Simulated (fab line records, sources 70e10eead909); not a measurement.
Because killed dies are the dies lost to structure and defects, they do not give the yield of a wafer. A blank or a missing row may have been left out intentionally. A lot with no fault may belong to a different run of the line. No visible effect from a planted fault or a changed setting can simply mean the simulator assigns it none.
Matching of chambers ; flow nand_harc ; rie_diel-06 running NHARC_A_BLC_STRIP_29: 4 sister chambers
The step strips in CF4. 7 wafers are shown with their chamber, then 7 later ones without.

== WAFERS WITH THEIR CHAMBER ==
wafer;chamber;drypump_motor_current_A (A);cf4_flow_sccm (sccm)
L701.3;3;5.8;150.5
L701.6;1;4.9;150.2
L702.1;2;5.7;149.6
L702.3;0;6.0;149.9
L702.5;2;5.7;149.6
L710.2;0;5.9;150.0
L710.3;1;4.9;150.2

== WAFERS MISSING THEIR CHAMBER ==
wafer;drypump_motor_current_A (A);cf4_flow_sccm (sccm)
L710.6;4.9;150.5
L711.2;5.8;149.7
L711.3;6.0;149.6
L711.6;5.8;150.2
L716.1;5.7;150.6
L716.3;5.8;150.0
L716.4;6.0;150.0

== CHAMBER TAKEN BY EACH ==
wafer;from the rows above;in truth
L710.6;1;1
L711.2;2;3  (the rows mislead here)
L711.3;can't be placed: 2 or 0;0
L711.6;can't be placed: 0 or 3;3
L716.1;3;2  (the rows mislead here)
L716.3;0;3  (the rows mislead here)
L716.4;0;0
Correctly placed: 2 of 7. From these rows, 2 cannot be placed; in 2 the true chamber is one of the candidates. 3 placed wrongly.
How it was worked out, from the rows above alone: a wafer's distance from a chamber is the root of the sum, over the readings, of the square of ((its reading less the chamber's mean) divided by the reading's scatter). If the next closest chamber is less than 2 further off than the closest, the wafer can't be placed; otherwise it belongs to the closest. A chamber's mean is the mean of its shown wafers. The scatter: take each reading less its chamber's mean, square it, sum over the shown wafers, divide by the number of wafers less the number of chambers, and take the root.
